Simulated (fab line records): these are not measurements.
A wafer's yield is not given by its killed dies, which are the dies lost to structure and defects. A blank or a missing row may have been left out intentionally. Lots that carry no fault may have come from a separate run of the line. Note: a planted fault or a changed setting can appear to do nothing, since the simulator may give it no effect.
Which of the tools did it? ; flow n5-finfet ; 30 wafers from 10 lots sampled at 5 of the route's 1938 steps

## WHAT THE GAUGES SHOWED, per wafer
The record holds no reading of a measuring or inspecting step that can be judged against a usual standard deviation.

## TOOL THAT RAN EACH LOT (tool first, then ch and the chambers of the sampled wafers, then the start)
lot;N5_BEOL_M5_ETCH_68;N5_PASSIVATION_STRIP_14;N5_PASSIVATION_DEGAS_18;N5_PASSIVATION_STRIP_48;N5_PASSIVATION_PROBE_49
L616;rie-diel-01 ch 1,3, day 8 12:17;rie-diel-01 ch 0,1,2, day 12 11:55;pvd-sputter-01, day 12 12:16;rie-diel-02 ch 1,2,3, day 12 15:46;prober-01, day 12 18:19
L617;rie-diel-05 ch 0,1,3, day 8 22:26;rie-diel-05 ch 0,2, day 12 13:29;pvd-sputter-02, day 12 14:12;rie-diel-03 ch 0,1, day 12 17:16;prober-02, day 12 19:50
L619;rie-diel-01 ch 1,2,3, day 9 03:28;rie-diel-05 ch 0,1,2, day 13 04:37;pvd-sputter-02, day 13 05:06;rie-diel-02 ch 1,2,3, day 13 08:17;prober-02, day 13 10:48
L620;rie-diel-01 ch 2,3, day 9 05:59;rie-diel-04 ch 0,2, day 13 04:58;pvd-sputter-01, day 13 05:28;rie-diel-03 ch 1,2, day 13 08:47;prober-01, day 13 11:20
L621;rie-diel-01 ch 2,3, day 9 17:02;rie-diel-05 ch 0,2, day 13 15:04;pvd-sputter-03, day 13 15:43;rie-diel-02 ch 1,2,3, day 13 18:58;prober-02, day 13 21:52
L623;rie-diel-04 ch 0,2, day 10 07:39;rie-diel-04 ch 0,2,3, day 14 01:02;pvd-sputter-01, day 14 02:59;rie-diel-06 ch 0,2,3, day 14 07:11;prober-02, day 14 09:41
L625;rie-diel-01 ch 1,3, day 10 10:38;rie-diel-04 ch 0,1,2, day 14 07:05;pvd-sputter-02, day 14 08:07;rie-diel-02 ch 0,2, day 14 12:04;prober-01, day 14 14:35
L629;rie-diel-01 ch 0,3, day 11 19:37;rie-diel-01 ch 0,3, day 15 21:17;pvd-sputter-01, day 15 21:43;rie-diel-06 ch 0,3, day 16 01:10;prober-01, day 16 04:23
L636;rie-diel-04 ch 1,2,3, day 13 07:19;rie-diel-01 ch 1,2,3, day 17 02:19;pvd-sputter-03, day 17 03:23;rie-diel-02 ch 1,2,3, day 17 06:40;prober-01, day 17 09:10
L639;rie-diel-05 ch 1,2,3, day 14 03:07;rie-diel-01 ch 1,2,3, day 17 22:07;pvd-sputter-02, day 17 22:40;rie-diel-03 ch 0,2,3, day 18 01:55;prober-02, day 18 04:26
- N5_BEOL_M5_ETCH_68: etches SOC in N2/H2, target depth 80 nm, overetch 16 nm, time 120 s.
- N5_PASSIVATION_STRIP_14: strips in O2.
- N5_PASSIVATION_DEGAS_18: time 60 s.
- N5_PASSIVATION_STRIP_48: strips in O2.
- N5_PASSIVATION_PROBE_49

## WHAT THE TOOLS THEMSELVES READ (means of the sampled wafers that have a number; where no wafer has one, the mark that the record gives instead)
N5_BEOL_M5_ETCH_68. Usual: drypump-motor-current-A 5.8 A, standard deviation 0.42; oes-product-au 0.62 a.u., standard deviation 0.046; rf-vpp-V 524.3 V, standard deviation 2.8; showerhead-plenum-p-Torr 2.56 Torr, standard deviation 0.091; throttle-valve-pct 17.72 %, standard deviation 0.19.
lot;tool;drypump-motor-current-A (A);oes-product-au (a.u.);rf-vpp-V (V);showerhead-plenum-p-Torr (Torr);throttle-valve-pct (%);flag
L616;rie-diel-01;6.2;0.62;523.6;2.50;17.60;
L617;rie-diel-05;6.1;0.62;524.9;2.55;17.83;
L619;rie-diel-01;5.8;0.61;521.9;2.49;17.69;
L620;rie-diel-01;5.7;0.60;523.0;2.51;17.67;
L621;rie-diel-01;5.4;0.60;522.0;2.48;17.76;
L623;rie-diel-04;5.4;0.64;525.6;2.64;17.42;
L625;rie-diel-01;6.2;0.61;522.6;2.49;17.62;
L629;rie-diel-01;6.0;0.57;524.7;2.55;17.68;
L636;rie-diel-04;5.7;0.64;528.7;2.68;17.58;
L639;rie-diel-05;5.9;0.63;523.1;2.53;17.84;

N5_PASSIVATION_STRIP_14. Usual: drypump-motor-current-A 5.8 A, standard deviation 0.43; oes-product-au 0.78 a.u., standard deviation 0.061; rf-vpp-V 3.6 V, standard deviation 0.95; showerhead-plenum-p-Torr 2.10 Torr, standard deviation 0.074; throttle-valve-pct 16.68 %, standard deviation 0.2.
lot;tool;drypump-motor-current-A (A);oes-product-au (a.u.);rf-vpp-V (V);showerhead-plenum-p-Torr (Torr);throttle-valve-pct (%);flag
L616;rie-diel-01;5.8;0.77;4.2;2.07;16.64;
L617;rie-diel-05;5.5;0.80;4.2;2.12;16.83;
L619;rie-diel-05;5.8;0.79;3.2;2.09;16.79;
L620;rie-diel-04;5.4;0.82;3.4;2.17;16.42;
L621;rie-diel-05;5.7;0.83;3.2;2.13;16.76;
L623;rie-diel-04;5.5;0.82;3.2;2.18;16.52;
L625;rie-diel-04;5.5;0.80;3.2;2.17;16.58;
L629;rie-diel-01;6.0;0.72;4.4;2.10;16.70;
L636;rie-diel-01;5.9;0.74;3.1;2.03;16.67;
L639;rie-diel-01;5.8;0.74;3.8;2.03;16.68;

N5_PASSIVATION_DEGAS_18. Usual: heater-power-w at 450 W, with a standard deviation of 53.
lot;tool;heater-power-w (W);flag
L616;pvd-sputter-01;452;
L617;pvd-sputter-02;435;
L619;pvd-sputter-02;422;
L620;pvd-sputter-01;454;
L621;pvd-sputter-03;423;
L623;pvd-sputter-01;459;
L625;pvd-sputter-02;416;
L629;pvd-sputter-01;460;
L636;pvd-sputter-03;469;
L639;pvd-sputter-02;437;

N5_PASSIVATION_STRIP_48. Usual: drypump-motor-current-A 5.6 A, standard deviation 0.31; oes-product-au 0.83 a.u., standard deviation 0.11; rf-vpp-V 3.7 V, standard deviation 2.3; showerhead-plenum-p-Torr 2.09 Torr, standard deviation 0.075; throttle-valve-pct 16.62 %, standard deviation 0.26.
lot;tool;drypump-motor-current-A (A);oes-product-au (a.u.);rf-vpp-V (V);showerhead-plenum-p-Torr (Torr);throttle-valve-pct (%);flag
L616;rie-diel-02;5.6;0.81;3.0;2.08;16.74;
L617;rie-diel-03;5.4;0.70;3.1;2.09;16.78;
L619;rie-diel-02;5.6;0.81;4.1;2.08;16.78;
L620;rie-diel-03;5.6;0.74;3.7;2.12;16.59;
L621;rie-diel-02;5.6;0.78;2.1;2.08;16.80;
L623;rie-diel-06;5.8;0.76;3.6;2.12;16.65;
L625;rie-diel-02;5.6;0.96;6.4;2.06;16.34;
L629;rie-diel-06;5.4;0.70;4.2;2.04;16.74;
L636;rie-diel-02;5.6;0.90;5.5;2.07;16.53;
L639;rie-diel-03;5.8;0.77;4.0;2.07;16.63;

N5_PASSIVATION_PROBE_49. Usual: defect-limited-yield 91.4 %, standard deviation 1.5; killed_at_M0_to_M3 34, standard deviation 12; killed_at_M4_up 12, standard deviation 4.9; killed-at-contacts 13, standard deviation 7.2; killed-at-front-end 39, standard deviation 12; killed-at-other 3.7, standard deviation 2.9; killed-dies 101, standard deviation 18; killed-open 67, standard deviation 14; killed-short 33, standard deviation 7.2; sort_bin_5_function 5.1 %, standard deviation 0.97; sort_bin_6_memory 3.2 %, standard deviation 0.67; sort-n-pass 1079, standard deviation 17; sort-yield-pct 91.4 %, standard deviation 1.5.
lot;tool;defect-limited-yield (%);killed_at_M0_to_M3;killed_at_M4_up;killed-at-contacts;killed-at-front-end;killed-at-other;killed-dies;killed-open;killed-short;sort_bin_5_function (%);sort_bin_6_memory (%);sort-n-pass;sort-yield-pct (%);flag
L616;prober-01;91.6;43;9;11;35;1.3;99;64;34;5.1;3.0;1081;91.6;
L617;prober-02;90.1;33;11;14;55;2.3;116;82;34;6.0;3.7;1064;90.1;
L619;prober-02;90.7;40;19;23;26;1.7;110;78;29;5.7;3.5;1070;90.7;
L620;prober-01;92.6;16;10;12;40;9.3;87;58;29;4.2;2.8;1093;92.6;
L621;prober-02;92.6;35;11;13;28;0.7;87;61;27;4.6;2.7;1093;92.6;
L623;prober-02;91.8;27;13;22;31;3.0;96;61;35;4.7;3.2;1084;91.8;
L625;prober-01;88.5;71;14;17;32;3.0;136;96;40;6.4;4.8;1044;88.5;OFF
L629;prober-01;86.7;32;72;4;43;5.0;157;65;34;9.0;3.1;1023;86.7;OFF
L636;prober-01;92.0;31;11;8;41;2.3;94;59;35;5.1;2.7;1086;92.0;
L639;prober-02;90.2;40;6;25;39;4.7;116;77;38;6.1;3.6;1064;90.2;

## THE ANSWER, worked out from the rows above alone
Rule: take the mean of a lot's wafers that have a number; if it is more than 3 standard deviations from the usual mean, the lot is off. A lot without any number at a reading at which 4 lots or more have one is off too. Where the step has rows for the other lots, those lots are counted as sound. After the gauges, taken in route order, come the tools' own readings; for these a lot's mean is taken, as printed above. At the first step where some lot is off, the reading lying furthest off is the one used; lots without a number count as furthest.
Off at N5_PASSIVATION_PROBE_49 (killed_at_M4_up): L629.
A tool fits if, at that step or a process step before it, it ran every lot that is off, and no sound lot after the first of them. Can't be told from this: 3 tools fit, rie-diel-01 at N5_BEOL_M5_ETCH_68, pvd-sputter-01 at N5_PASSIVATION_DEGAS_18, rie-diel-06 at N5_PASSIVATION_STRIP_48.

## WHAT THE SIMULATOR HAD INSERTED
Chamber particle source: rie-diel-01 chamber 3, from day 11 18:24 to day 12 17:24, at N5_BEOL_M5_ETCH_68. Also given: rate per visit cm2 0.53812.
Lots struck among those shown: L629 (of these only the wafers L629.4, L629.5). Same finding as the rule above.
